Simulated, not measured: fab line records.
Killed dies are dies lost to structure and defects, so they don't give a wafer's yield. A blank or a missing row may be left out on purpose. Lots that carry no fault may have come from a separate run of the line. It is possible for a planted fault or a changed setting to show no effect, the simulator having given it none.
Chamber matching -- flow nandHarc -- NHARC_P_CONTACT_CMP_01 on cmp-03 has 4 sister chambers
The step polishes SiO2, target thk 200 nm. 18 wafers are shown with their chamber, then 9 later ones without.

## WAFERS WITH THEIR CHAMBER
wafer,chamber,motorCurrentA (A),slurryFlowMlMin
L075.3,3,9.4,150.0
L075.4,1,12.1,149.8
L075.6,3,9.7,149.6
L076.3,2,11.6,150.6
L076.4,3,10.3,149.4
L076.6,3,10.1,149.8
L077.2,1,12.4,150.0
L077.3,0,10.0,151.1
L077.5,2,12.4,150.7
L082.1,0,10.2,150.1
L082.4,1,12.1,149.4
L082.6,1,12.6,148.9
L083.1,2,11.8,149.8
L083.5,0,9.4,150.5
L083.6,3,10.4,150.2
L084.1,0,9.9,150.3
L084.3,3,10.1,150.8
L084.5,3,10.3,150.5

SIGNATURES (means of the wafers above)
reading,chamber 0,chamber 1,chamber 2,chamber 3,scatter within a chamber
motorCurrentA,9.875,12.300,11.933,10.043,0.346
slurryFlowMlMin,150.500,149.525,150.367,150.043,0.48
Rule: distance of a wafer from a chamber = root of the sum over the readings of ((wafer's reading minus chamber's mean) / reading's scatter) squared. If the next closest chamber is less than 2 further off than the closest, the wafer can't be placed; otherwise it belongs to the closest. The scatter: take each reading less its chamber's mean, square it, sum over the shown wafers, divide by the number of wafers less the number of chambers, and take the root.

## WAFERS WITH NO CHAMBER GIVEN
wafer,motorCurrentA (A),slurryFlowMlMin
L091.1,9.6,150.0
L091.4,9.8,150.2
L091.5,11.9,149.7
L092.1,12.0,149.9
L092.2,10.4,150.3
L092.6,12.5,150.4
L097.3,12.0,149.5
L097.4,12.3,149.8
L097.6,10.0,149.7

## EACH ONE'S CHAMBER
wafer,from the rows above,in truth
L091.1,can't be placed: 3 or 0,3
L091.4,can't be placed: 0 or 3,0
L091.5,can't be placed: 1 or 2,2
L092.1,can't be placed: 2 or 1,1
L092.2,can't be placed: 3 or 0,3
L092.6,can't be placed: 2 or 1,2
L097.3,can't be placed: 1 or 2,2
L097.4,can't be placed: 1 or 2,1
L097.6,can't be placed: 3 or 0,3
0 of 9 placed correctly. From these rows, 9 cannot be placed; in 9 the true chamber is one of the candidates. Wrongly placed: 0.
